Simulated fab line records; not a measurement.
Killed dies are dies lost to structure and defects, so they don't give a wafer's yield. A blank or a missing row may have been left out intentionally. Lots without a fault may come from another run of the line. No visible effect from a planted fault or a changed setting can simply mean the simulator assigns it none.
Matching of chambers ; flow n5Finfet ; N5_BEOL_M4_PRE_CLEAN_60 on cvdCo-02 has 3 sister chambers
The step time 15 s. 3 wafers are shown with their chamber, then 7 later ones without.

WAFERS, EACH WITH ITS CHAMBER
wafer;chamber;heaterPowerW (W)
L438.4;0;57
L441.5;1;118
L444.5;2;107

WAFERS WITH NO CHAMBER GIVEN
wafer;heaterPowerW (W)
L444.6;119
L450.1;57
L450.2;120
L450.4;120
L449.1;57
L449.2;121
L449.6;58

WHICH CHAMBER EACH ONE RAN IN
wafer;from the rows above;in truth
L444.6;1;1
L450.1;0;0
L450.2;1;1
L450.4;1;1
L449.1;0;0
L449.2;1;1
L449.6;0;0
Correctly placed: 7 of 7. Number that these rows cannot place: 0. Number placed wrongly: 0.
How it was worked out, from the rows above alone: a wafer's distance from a chamber is the root of the sum, over the readings, of the square of ((its reading less the chamber's mean) divided by the reading's scatter). If the next closest chamber is less than 2 further off than the closest, the wafer can't be placed; otherwise it belongs to the closest. The mean given for a chamber averages the wafers shown for that chamber. The scatter (one wafer shown for each chamber): square how far every hidden wafer sits from the nearest shown wafer, average those squares and take the square root.
